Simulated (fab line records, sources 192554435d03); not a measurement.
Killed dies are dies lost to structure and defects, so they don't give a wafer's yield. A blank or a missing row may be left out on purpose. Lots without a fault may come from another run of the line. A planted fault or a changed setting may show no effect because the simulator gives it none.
Split-lot experiment | flow n5_finfet | 7 lots, 21 wafers read, on a route of 1938 steps

THE SPLIT
At N5_BEOL_M2_ETCH_64 (etches SOC in N2/H2, target depth 75 nm, overetch 22.5 nm, time 121.9 s), the setting source_w was moved away from the recipe's 840 W on 7 of the 21 wafers read, by -16.9% to -5.5%. The other wafers ran this setting at the recipe's value.

The reading is taken at the split's own step.

THE READING
rf_vpp_V, in V, at N5_BEOL_M2_ETCH_64 (etches SOC in N2/H2, target depth 75 nm, overetch 22.5 nm, time 121.9 s). Fault-free wafers of this fab line usually give 525.0 V, standard deviation 2.3 V.

wafer  | tool, chamber at the split | source_w as run, W | against the recipe | rf_vpp_V, V | against lot-mates on the recipe
L077.3 | rie_diel-03, 3             | 739.6              | -12.0%             | 543.0       | +18.1
L077.4 | rie_diel-03, 1             | 840                | recipe             | 523.9       | -
L077.6 | rie_diel-03, 2             | 840                | recipe             | 525.9       | -
L074.1 | rie_diel-01, 1             | 698.4              | -16.9%             | 557.6       | +31.3
L074.3 | rie_diel-01, 2             | 840                | recipe             | 526.3       | -
L074.5 | rie_diel-01, 1             | 698.4              | -16.9%             | 557.2       | +30.9
L081.4 | rie_diel-03, 3             | 749.5              | -10.8%             | 539.4       | +15.9
L081.5 | rie_diel-03, 1             | 749.5              | -10.8%             | 543.6       | +20.1
L081.6 | rie_diel-03, 2             | 840                | recipe             | 523.5       | -
L083.2 | rie_diel-03, 1             | 840                | recipe             | 523.8       | -
L083.3 | rie_diel-03, 0             | 793.5              | -5.5%              | 537.0       | +13.4
L083.6 | rie_diel-03, 1             | 840                | recipe             | 523.4       | -
L087.1 | rie_diel-01, 3             | 840                | recipe             | 525.8       | -
L087.3 | rie_diel-01, 2             | 757.1              | -9.9%              | 545.2       | +20.6
L087.4 | rie_diel-01, 0             | 840                | recipe             | 523.5       | -
L093.2 | rie_diel-05, 2             | 840                | recipe             | 527.9       | -
L093.4 | rie_diel-05, 1             | 840                | recipe             | 521.5       | -
L093.6 | rie_diel-05, 2             | 840                | recipe             | 528.1       | -
L096.3 | rie_diel-03, 2             | 840                | recipe             | 523.5       | -
L096.4 | rie_diel-03, 1             | 840                | recipe             | 524.5       | -
L096.6 | rie_diel-03, 2             | 840                | recipe             | 523.7       | -

THE FIT
A straight line over all 21 wafers: rf_vpp_V changes by -1.83 V for each +1% of source_w; r = -0.98; the points scatter about the line by 2.3 V.
The same after taking each lot's own level away (the mean of its wafers on the recipe; 21 wafers): -1.79 V for each +1%; r = -0.98; scatter 2 V.
On that fit, the largest move of source_w shifts the reading by 30 V.
The lots' own levels span 523.50 to 526.30 V, that is 1.2 times the standard deviation above.
So the lot-to-lot level changes the slope little: the two slopes agree.
Check: with one of the wafers moved furthest among these (-16.9%) left out of the fit, the line predicts +30 V for it against its lot-mates. It came out at +31.3 V against them.
Tool readings at the split's step, against how far the setting was moved: rf_vpp_V r = -0.98.

OTHER SPLITS ON THESE WAFERS
These wafers also went through other splits before the reading. Each is held against what the fit with the lots' levels taken away leaves over:
other split on the same wafers | wafers away from the commonest value | r with rf_vpp_V (lot level and that fit taken away)
N5_BEOL_M1_ETCH_64 source_w    | 7                                    | +0.13

THE FILE'S OWN FIT
rf_vpp_V changes by -1.81 V for each +1% of source_w, r = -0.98.
